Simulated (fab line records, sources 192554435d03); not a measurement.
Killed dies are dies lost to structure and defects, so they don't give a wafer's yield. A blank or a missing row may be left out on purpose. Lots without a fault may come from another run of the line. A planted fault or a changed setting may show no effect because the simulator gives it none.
Which tool did it? | flow n5_finfet | 22 lots, 66 wafers sampled, at 6 steps of a route of 1938

WHAT THE GAUGES READ, wafer by wafer
The record holds no reading of a measuring or inspecting step that can be judged against a usual standard deviation.

WHICH TOOL RAN EACH LOT (tool, then ch and the chambers of the sampled wafers, then the start)
lot  | N5_MOL_CONTACT_COAG_CMP_28    | N5_MOL_CONTACT_COAG_ETCH_89        | N5_MOL_CONTACT_COAG_ETCH_91        | N5_MOL_CONTACT_COAG_DESCUM_45      | N5_MOL_CONTACT_COAG_STRIP_49         | N5_BEOL_M0_SAQP_PECVD_97
L074 | cmp-02 ch 0,1,3, day 4 23:56  | rie_diel-05 ch 1,2,3, day 5 01:58  | rie_diel-02 ch 0,1,2, day 5 03:04  | rie_diel-02 ch 1,3, day 5 04:06    | plasma_asher-01 ch 0,1, day 5 05:01  | pecvd-03 ch 0,1,2, day 5 11:35
L075 | cmp-02 ch 1,3, day 5 10:16    | rie_diel-01 ch 0,2,3, day 5 11:41  | rie_diel-02 ch 1,3, day 5 12:01    | rie_diel-01 ch 0,1,2, day 5 12:55  | plasma_asher-02 ch 0,1, day 5 13:35  | pecvd-03 ch 2, day 5 20:45
L076 | cmp-04 ch 0,2,3, day 5 17:28  | rie_diel-05 ch 0,1,2, day 5 19:30  | rie_diel-02 ch 0,1,3, day 5 20:16  | rie_diel-05 ch 1,3, day 5 21:16    | plasma_asher-01 ch 1, day 5 22:40    | pecvd-03 ch 2, day 6 03:34
L077 | cmp-02 ch 2,3, day 5 17:58    | rie_diel-01 ch 1,2, day 5 20:53    | rie_diel-01 ch 0,2, day 5 22:11    | rie_diel-01 ch 0,1,3, day 5 23:12  | plasma_asher-01 ch 0,1, day 5 23:54  | pecvd-03 ch 2, day 6 07:15
L078 | cmp-02 ch 0,3, day 6 05:13    | rie_diel-02 ch 1,2,3, day 6 06:56  | rie_diel-02 ch 1,3, day 6 07:19    | rie_diel-02 ch 0,2,3, day 6 08:19  | plasma_asher-01 ch 0,1, day 6 09:02  | pecvd-04 ch 0,1, day 6 15:19
L079 | cmp-02 ch 1,3, day 6 08:20    | rie_diel-01 ch 0,1,2, day 6 09:38  | rie_diel-01 ch 0,3, day 6 09:57    | rie_diel-05 ch 1,2, day 6 10:59    | plasma_asher-01 ch 0, day 6 11:49    | pecvd-03 ch 2, day 6 16:54
L081 | cmp-02 ch 1,2, day 6 22:44    | rie_diel-01 ch 0,2, day 7 00:11    | rie_diel-01 ch 0,3, day 7 00:34    | rie_diel-02 ch 0,1, day 7 01:38    | plasma_asher-01 ch 0,1, day 7 02:27  | pecvd-03 ch 1,2, day 7 08:50
L082 | cmp-02 ch 0,1, day 7 05:14    | rie_diel-05 ch 1,2, day 7 06:43    | rie_diel-02 ch 0,2,3, day 7 07:05  | rie_diel-02 ch 0,1,3, day 7 08:07  | plasma_asher-02 ch 0,1, day 7 08:49  | pecvd-02 ch 1,2, day 7 13:58
L083 | cmp-02 ch 0,1,2, day 7 12:10  | rie_diel-02 ch 0,1,2, day 7 13:36  | rie_diel-02 ch 0,2, day 7 14:11    | rie_diel-02 ch 0,1,3, day 7 15:05  | plasma_asher-02 ch 0, day 7 15:46    | pecvd-04 ch 1,2, day 8 00:04
L084 | cmp-04 ch 0,3, day 7 21:02    | rie_diel-02 ch 0,1,2, day 7 22:21  | rie_diel-02 ch 0,1,3, day 7 22:40  | rie_diel-02 ch 1,2, day 7 23:52    | plasma_asher-02 ch 0, day 8 00:32    | pecvd-02 ch 0,1,2, day 8 05:25
L085 | cmp-02 ch 0,1,2, day 8 02:22  | rie_diel-02 ch 0,2,3, day 8 03:53  | rie_diel-05 ch 0,2,3, day 8 04:30  | rie_diel-02 ch 0,2,3, day 8 05:32  | plasma_asher-01 ch 0,1, day 8 06:29  | pecvd-03 ch 0,1,2, day 8 12:21
L086 | cmp-04 ch 0,1,2, day 8 06:59  | rie_diel-05 ch 0,1,2, day 8 08:49  | rie_diel-02 ch 0,1,2, day 8 09:08  | rie_diel-02 ch 0,1,2, day 8 10:10  | plasma_asher-01 ch 0,1, day 8 11:10  | pecvd-04 ch 0,1,2, day 8 16:40
L087 | cmp-04 ch 1,2, day 8 10:33    | rie_diel-02 ch 0,3, day 8 13:38    | rie_diel-05 ch 0,1,2, day 8 14:08  | rie_diel-05 ch 0,1,2, day 8 15:02  | plasma_asher-01 ch 0,1, day 8 16:15  | pecvd-04 ch 1,2, day 8 21:48
L088 | cmp-03 ch 0,1,2, day 8 19:01  | rie_diel-02 ch 1,2,3, day 8 21:20  | rie_diel-01 ch 0,2, day 8 22:58    | rie_diel-02 ch 2,3, day 9 00:17    | plasma_asher-02 ch 0,1, day 9 00:58  | pecvd-04 ch 0,1, day 9 07:47
L089 | cmp-02 ch 1,2,3, day 8 22:46  | rie_diel-01 ch 0,2,3, day 9 00:21  | rie_diel-02 ch 1,2, day 9 00:42    | rie_diel-02 ch 2,3, day 9 01:36    | plasma_asher-01 ch 0,1, day 9 02:32  | pecvd-04 ch 0,1,2, day 9 08:41
L090 | cmp-04 ch 0,1,2, day 9 05:35  | rie_diel-05 ch 0,1,2, day 9 07:11  | rie_diel-02 ch 0,2,3, day 9 07:30  | rie_diel-05 ch 0,1,2, day 9 08:26  | plasma_asher-02 ch 0,1, day 9 09:14  | pecvd-02 ch 0,2, day 9 14:08
L091 | cmp-04 ch 0,1,3, day 9 06:57  | rie_diel-01 ch 1,2,3, day 9 08:25  | rie_diel-01 ch 2,3, day 9 08:44    | rie_diel-02 ch 0,1,3, day 9 09:46  | plasma_asher-02 ch 0,1, day 9 10:26  | pecvd-04 ch 0,1, day 9 17:21
L092 | cmp-04 ch 0,1,3, day 9 13:42  | rie_diel-01 ch 1,2, day 9 15:11    | rie_diel-02 ch 0,1,3, day 9 15:34  | rie_diel-01 ch 1,2, day 9 16:44    | plasma_asher-02 ch 0,1, day 9 17:44  | pecvd-04 ch 0,1, day 9 23:28
L094 | cmp-03 ch 1,2,3, day 10 01:28 | rie_diel-02 ch 1,3, day 10 03:22   | rie_diel-01 ch 1,2,3, day 10 03:42 | rie_diel-05 ch 2,3, day 10 04:44   | plasma_asher-01 ch 0,1, day 10 05:40 | pecvd-04 ch 0,1, day 10 13:26
L095 | cmp-03 ch 0,2,3, day 10 08:41 | rie_diel-05 ch 0,1,2, day 10 10:04 | rie_diel-05 ch 0,2,3, day 10 10:23 | rie_diel-01 ch 1,2,3, day 10 11:17 | plasma_asher-01 ch 0,1, day 10 11:58 | pecvd-04 ch 0,1, day 10 17:23
L096 | cmp-03 ch 0,1,2, day 10 15:38 | rie_diel-02 ch 1,3, day 10 17:01   | rie_diel-02 ch 1,2, day 10 17:20   | rie_diel-01 ch 0,1, day 10 18:14   | plasma_asher-02 ch 0,1, day 10 19:08 | pecvd-04 ch 0,1,2, day 11 00:40
L097 | cmp-02 ch 1,2, day 10 22:28   | rie_diel-01 ch 0,3, day 10 23:49   | rie_diel-02 ch 1,2, day 11 00:14   | rie_diel-02 ch 0,1,3, day 11 01:09 | plasma_asher-02 ch 0,1, day 11 02:35 | pecvd-04 ch 0,1, day 11 09:13
- N5_MOL_CONTACT_COAG_CMP_28: polishes, stops on SiNx, t overpolish 0.85 s, target thk 14.522 nm.
- N5_MOL_CONTACT_COAG_ETCH_89: etches underlayer in N2/H2, target depth 13 nm, time 10.4 s.
- N5_MOL_CONTACT_COAG_ETCH_91: etches SOC in N2/H2, target depth 60 nm, overetch 21 nm, time 101.2 s.
- N5_MOL_CONTACT_COAG_DESCUM_45: chemistry O2, time 7 s.
- N5_MOL_CONTACT_COAG_STRIP_49: strips in N2/H2, time 30 s.
- N5_BEOL_M0_SAQP_PECVD_97: deposits SiNx from SiH4/NH3/N2, target thk 23 nm, time 19.9 s.

WHAT THE TOOLS THEMSELVES READ (means of the sampled wafers that have a number; where no wafer has one, the mark that the record gives instead)
N5_MOL_CONTACT_COAG_CMP_28. Usual: motor_current_A 12.6 A, standard deviation 1.4; time_to_endpoint_s 4.4 s, standard deviation 2.7.
lot  | tool   | motor_current_A (A) | time_to_endpoint_s (s) | flag
L074 | cmp-02 | 13.3                | 3.4                    |
L075 | cmp-02 | 14.0                | 6.4                    |
L076 | cmp-04 | 12.1                | 1.1                    |
L077 | cmp-02 | 12.7                | 4.3                    |
L078 | cmp-02 | 12.9                | 6.8                    |
L079 | cmp-02 | 13.3                | 5.0                    |
L081 | cmp-02 | 13.4                | 4.7                    |
L082 | cmp-02 | 13.6                | 6.8                    |
L083 | cmp-02 | 13.7                | 5.5                    |
L084 | cmp-04 | 12.2                | 1.5                    |
L085 | cmp-02 | 13.2                | 9.4                    |
L086 | cmp-04 | 11.2                | 2.4                    |
L087 | cmp-04 | 10.8                | 3.7                    |
L088 | cmp-03 | 13.6                | 4.9                    |
L089 | cmp-02 | 13.3                | 6.7                    |
L090 | cmp-04 | 11.1                | 4.5                    |
L091 | cmp-04 | 11.6                | 3.8                    |
L092 | cmp-04 | 11.3                | 2.9                    |
L094 | cmp-03 | 12.4                | 3.0                    |
L095 | cmp-03 | 13.2                | 4.4                    |
L096 | cmp-03 | 13.5                | 6.1                    |
L097 | cmp-02 | 13.1                | 2.3                    |

N5_MOL_CONTACT_COAG_ETCH_89. Usual: drypump_motor_current_A 5.8 A, standard deviation 0.47; etch_rf_on_time_s 10.5 s, standard deviation 0.31; n2_flow_sccm 200.0 sccm, standard deviation 0.6; oes_product_au 0.65 a.u., standard deviation 0.066; rf_vpp_V 523.8 V, standard deviation 2.3; showerhead_plenum_p_Torr 2.55 Torr, standard deviation 0.075; throttle_valve_pct 18.01 %, standard deviation 0.27.
lot  | tool        | drypump_motor_current_A (A) | etch_rf_on_time_s (s) | n2_flow_sccm (sccm) | oes_product_au (a.u.) | rf_vpp_V (V) | showerhead_plenum_p_Torr (Torr) | throttle_valve_pct (%) | flag
L074 | rie_diel-05 | 5.5                         | 10.5                  | 201.0               | 0.62                  | 525.4        | 2.59                            | 17.88                  |
L075 | rie_diel-01 | 5.9                         | 10.4                  | 200.3               | 0.64                  | 523.4        | 2.54                            | 18.11                  |
L076 | rie_diel-05 | 5.6                         | 10.6                  | 200.1               | 0.62                  | 524.5        | 2.53                            | 17.94                  |
L077 | rie_diel-01 | 6.2                         | 10.1                  | 199.2               | 0.63                  | 526.4        | 2.64                            | 17.94                  |
L078 | rie_diel-02 | 5.9                         | 10.7                  | 200.2               | 0.71                  | 522.2        | 2.53                            | 17.98                  |
L079 | rie_diel-01 | 6.2                         | 10.2                  | 200.1               | 0.63                  | 524.4        | 2.57                            | 18.10                  |
L081 | rie_diel-01 | 6.1                         | 10.5                  | 199.9               | 0.61                  | 522.2        | 2.49                            | 18.27                  |
L082 | rie_diel-05 | 5.5                         | 10.3                  | 201.0               | 0.61                  | 524.6        | 2.54                            | 17.84                  |
L083 | rie_diel-02 | 5.6                         | 10.7                  | 199.5               | 0.64                  | 523.3        | 2.53                            | 18.13                  |
L084 | rie_diel-02 | 5.7                         | 10.6                  | 200.6               | 0.64                  | 523.1        | 2.53                            | 18.13                  |
L085 | rie_diel-02 | 5.6                         | 10.5                  | 200.3               | 0.69                  | 524.2        | 2.54                            | 18.10                  |
L086 | rie_diel-05 | 5.7                         | 10.7                  | 200.3               | 0.60                  | 523.3        | 2.52                            | 17.96                  |
L087 | rie_diel-02 | 5.5                         | 10.2                  | 200.2               | 0.68                  | 523.6        | 2.53                            | 18.26                  |
L088 | rie_diel-02 | 5.8                         | 10.5                  | 200.5               | 0.69                  | 522.3        | 2.52                            | 18.00                  |
L089 | rie_diel-01 | 5.9                         | 10.3                  | 199.4               | 0.62                  | 523.9        | 2.53                            | 18.18                  |
L090 | rie_diel-05 | 5.7                         | 10.7                  | 199.9               | 0.60                  | 523.5        | 2.52                            | 17.98                  |
L091 | rie_diel-01 | 6.0                         | 10.3                  | 199.9               | 0.70                  | 525.0        | 2.60                            | 17.88                  |
L092 | rie_diel-01 | 6.0                         | 10.2                  | 200.3               | 0.70                  | 526.5        | 2.64                            | 18.01                  |
L094 | rie_diel-02 | 5.9                         | 10.6                  | 200.8               | 0.65                  | 521.6        | 2.48                            | 18.09                  |
L095 | rie_diel-05 | 5.7                         | 10.8                  | 200.1               | 0.60                  | 523.1        | 2.52                            | 17.99                  |
L096 | rie_diel-02 | 5.9                         | 10.7                  | 200.2               | 0.66                  | 520.4        | 2.47                            | 18.10                  |
L097 | rie_diel-01 | 6.1                         | 10.2                  | 199.2               | 0.78                  | 527.0        | 2.66                            | 17.94                  |

N5_MOL_CONTACT_COAG_ETCH_91. Usual: drypump_motor_current_A 5.8 A, standard deviation 0.35; n2_flow_sccm 200.0 sccm, standard deviation 0.63; oes_product_au 0.65 a.u., standard deviation 0.062; rf_vpp_V 523.4 V, standard deviation 2; showerhead_plenum_p_Torr 2.54 Torr, standard deviation 0.065; throttle_valve_pct 18.02 %, standard deviation 0.22.
lot  | tool        | drypump_motor_current_A (A) | n2_flow_sccm (sccm) | oes_product_au (a.u.) | rf_vpp_V (V) | showerhead_plenum_p_Torr (Torr) | throttle_valve_pct (%) | flag
L074 | rie_diel-02 | 5.6                         | 199.7               | 0.65                  | 522.9        | 2.54                            | 18.07                  |
L075 | rie_diel-02 | 5.9                         | 200.0               | 0.70                  | 522.0        | 2.49                            | 17.98                  |
L076 | rie_diel-02 | 5.7                         | 200.2               | 0.68                  | 522.8        | 2.51                            | 18.08                  |
L077 | rie_diel-01 | 6.0                         | 199.6               | 0.61                  | 522.0        | 2.50                            | 18.21                  |
L078 | rie_diel-02 | 5.9                         | 200.0               | 0.69                  | 521.6        | 2.49                            | 18.01                  |
L079 | rie_diel-01 | 5.9                         | 199.2               | 0.63                  | 523.2        | 2.50                            | 17.98                  |
L081 | rie_diel-01 | 6.0                         | 199.8               | 0.62                  | 523.3        | 2.50                            | 17.99                  |
L082 | rie_diel-02 | 5.6                         | 199.8               | 0.69                  | 523.6        | 2.54                            | 18.05                  |
L083 | rie_diel-02 | 5.6                         | 199.8               | 0.66                  | 524.5        | 2.57                            | 18.06                  |
L084 | rie_diel-02 | 5.7                         | 200.2               | 0.67                  | 521.7        | 2.51                            | 18.11                  |
L085 | rie_diel-05 | 6.0                         | 200.1               | 0.60                  | 523.2        | 2.52                            | 17.75                  |
L086 | rie_diel-02 | 5.7                         | 200.3               | 0.63                  | 522.5        | 2.53                            | 18.11                  |
L087 | rie_diel-05 | 5.7                         | 200.2               | 0.60                  | 523.7        | 2.52                            | 17.94                  |
L088 | rie_diel-01 | 6.1                         | 199.5               | 0.59                  | 521.9        | 2.49                            | 18.26                  |
L089 | rie_diel-02 | 5.8                         | 200.1               | 0.66                  | 522.0        | 2.54                            | 17.97                  |
L090 | rie_diel-02 | 5.6                         | 200.1               | 0.68                  | 523.3        | 2.54                            | 18.08                  |
L091 | rie_diel-01 | 5.7                         | 200.8               | 0.63                  | 524.0        | 2.57                            | 18.03                  |
L092 | rie_diel-02 | 5.7                         | 199.9               | 0.66                  | 522.1        | 2.50                            | 18.13                  |
L094 | rie_diel-01 | 6.0                         | 199.9               | 0.67                  | 524.9        | 2.60                            | 17.87                  |
L095 | rie_diel-05 | 6.0                         | 200.4               | 0.60                  | 523.4        | 2.51                            | 17.79                  |
L096 | rie_diel-02 | 5.8                         | 199.2               | 0.64                  | 523.7        | 2.54                            | 17.99                  |
L097 | rie_diel-02 | 5.8                         | 201.0               | 0.65                  | 522.9        | 2.54                            | 17.98                  |

N5_MOL_CONTACT_COAG_DESCUM_45. Usual: drypump_motor_current_A 5.8 A, standard deviation 0.42; oes_product_au 0.79 a.u., standard deviation 0.082; rf_vpp_V 243.2 V, standard deviation 1.2; showerhead_plenum_p_Torr 2.10 Torr, standard deviation 0.066; throttle_valve_pct 20.55 %, standard deviation 0.27.
lot  | tool        | drypump_motor_current_A (A) | oes_product_au (a.u.) | rf_vpp_V (V) | showerhead_plenum_p_Torr (Torr) | throttle_valve_pct (%) | flag
L074 | rie_diel-02 | 5.9                         | 0.85                  | 241.9        | 2.03                            | 20.36                  |
L075 | rie_diel-01 | 6.2                         | 0.72                  | 244.0        | 2.12                            | 20.71                  |
L076 | rie_diel-05 | 5.0                         | 0.71                  | 243.8        | 2.17                            | 20.73                  |
L077 | rie_diel-01 | 6.2                         | 0.72                  | 242.7        | 2.08                            | 20.52                  |
L078 | rie_diel-02 | 5.6                         | 0.84                  | 243.5        | 2.09                            | 20.57                  |
L079 | rie_diel-05 | 5.1                         | 0.70                  | 243.8        | 2.15                            | 20.76                  |
L081 | rie_diel-02 | 5.5                         | 0.76                  | 243.1        | 2.06                            | 20.65                  |
L082 | rie_diel-02 | 5.7                         | 0.81                  | 242.9        | 2.05                            | 20.54                  |
L083 | rie_diel-02 | 5.7                         | 0.80                  | 242.3        | 2.05                            | 20.55                  |
L084 | rie_diel-02 | 5.8                         | 0.77                  | 242.6        | 2.04                            | 20.39                  |
L085 | rie_diel-02 | 5.6                         | 0.82                  | 243.4        | 2.09                            | 20.59                  |
L086 | rie_diel-02 | 5.7                         | 0.77                  | 243.1        | 2.07                            | 20.56                  |
L087 | rie_diel-05 | 5.7                         | 0.72                  | 243.6        | 2.08                            | 20.63                  |
L088 | rie_diel-02 | 5.9                         | 0.86                  | 243.3        | 2.08                            | 20.50                  |
L089 | rie_diel-02 | 5.8                         | 0.83                  | 242.7        | 2.10                            | 20.50                  |
L090 | rie_diel-05 | 5.7                         | 0.71                  | 243.3        | 2.08                            | 20.64                  |
L091 | rie_diel-02 | 5.7                         | 0.79                  | 242.7        | 2.05                            | 20.57                  |
L092 | rie_diel-01 | 6.2                         | 0.87                  | 243.8        | 2.17                            | 20.33                  |
L094 | rie_diel-05 | 5.7                         | 0.69                  | 243.8        | 2.12                            | 20.39                  |
L095 | rie_diel-01 | 6.0                         | 0.79                  | 243.6        | 2.14                            | 20.51                  |
L096 | rie_diel-01 | 6.4                         | 0.95                  | 245.9        | 2.21                            | 20.40                  |
L097 | rie_diel-02 | 5.7                         | 0.78                  | 242.3        | 2.04                            | 20.59                  |

N5_MOL_CONTACT_COAG_STRIP_49. Usual: drypump_motor_current_A 6.26 A, standard deviation 0.27; heater_power_w 312 W, standard deviation 20; n2_flow_sccm 1750 sccm, standard deviation 5.3.
lot  | tool            | drypump_motor_current_A (A) | heater_power_w (W) | n2_flow_sccm (sccm) | flag
L074 | plasma_asher-01 | 6.49                        | 315                | 1747                |
L075 | plasma_asher-02 | 5.99                        | 320                | 1748                |
L076 | plasma_asher-01 | 6.50                        | 319                | 1747                |
L077 | plasma_asher-01 | 6.51                        | 309                | 1753                |
L078 | plasma_asher-01 | 6.51                        | 306                | 1748                |
L079 | plasma_asher-01 | 6.51                        | 296                | 1753                |
L081 | plasma_asher-01 | 6.50                        | 314                | 1743                |
L082 | plasma_asher-02 | 5.97                        | 305                | 1746                |
L083 | plasma_asher-02 | 6.01                        | 341                | 1750                |
L084 | plasma_asher-02 | 5.98                        | 339                | 1747                |
L085 | plasma_asher-01 | 6.50                        | 311                | 1749                |
L086 | plasma_asher-01 | 6.51                        | 315                | 1751                |
L087 | plasma_asher-01 | 6.50                        | 316                | 1753                |
L088 | plasma_asher-02 | 5.97                        | 319                | 1749                |
L089 | plasma_asher-01 | 6.49                        | 313                | 1750                |
L090 | plasma_asher-02 | 5.96                        | 307                | 1747                |
L091 | plasma_asher-02 | 5.96                        | 322                | 1742                |
L092 | plasma_asher-02 | 5.97                        | 323                | 1750                |
L094 | plasma_asher-01 | 6.50                        | 314                | 1750                |
L095 | plasma_asher-01 | 6.51                        | 306                | 1758                |
L096 | plasma_asher-02 | 5.98                        | 329                | 1747                |
L097 | plasma_asher-02 | 5.98                        | 328                | 1752                |

N5_BEOL_M0_SAQP_PECVD_97. Usual: heater_power_w 555 W, standard deviation 88; showerhead_plenum_p_Torr 5.11 Torr, standard deviation 0.058; throttle_valve_pct 40 %, standard deviation 3.1.
lot  | tool     | heater_power_w (W) | showerhead_plenum_p_Torr (Torr) | throttle_valve_pct (%) | flag
L074 | pecvd-03 | 532                | 5.06                            | 42                     |
L075 | pecvd-03 | 589                | 5.09                            | 36                     |
L076 | pecvd-03 | 595                | 5.07                            | 36                     |
L077 | pecvd-03 | 641                | 5.07                            | 36                     |
L078 | pecvd-04 | 476                | 5.13                            | 40                     |
L079 | pecvd-03 | 625                | 5.08                            | 36                     |
L081 | pecvd-03 | 550                | 5.02                            | 39                     |
L082 | pecvd-02 | 614                | 5.17                            | 38                     |
L083 | pecvd-04 | 663                | 5.06                            | 41                     |
L084 | pecvd-02 | 538                | 5.20                            | 37                     |
L085 | pecvd-03 | 551                | 5.06                            | 42                     |
L086 | pecvd-04 | 559                | 5.09                            | 40                     |
L087 | pecvd-04 | 663                | 5.07                            | 41                     |
L088 | pecvd-04 | 517                | 5.12                            | 40                     |
L089 | pecvd-04 | 541                | 5.09                            | 41                     |
L090 | pecvd-02 | 495                | 5.24                            | 37                     |
L091 | pecvd-04 | 464                | 5.13                            | 40                     |
L092 | pecvd-04 | 521                | 5.12                            | 40                     |
L094 | pecvd-04 | 506                | 5.12                            | 40                     |
L095 | pecvd-04 | 459                | 5.14                            | 40                     |
L096 | pecvd-04 | 547                | 5.08                            | 39                     |
L097 | pecvd-04 | 520                | 5.13                            | 40                     |

THE ANSWER, worked out from the rows above alone
Rule: a lot is off if the mean of its wafers that have a number lies more than 3 standard deviations from the usual mean. A lot without any number at a reading at which 4 lots or more have one is off too. The other lots that the step has rows for count as sound. The gauges are gone through in route order, then the tools' own readings, and for those a lot's mean is taken as printed above. The first step at which some lot is off is used, and at that step the reading that is off furthest; a lot without a number counts as furthest.
No lot is off at any reading shown: from this, nothing can be told.

WHAT THE SIMULATOR HAD PUT IN
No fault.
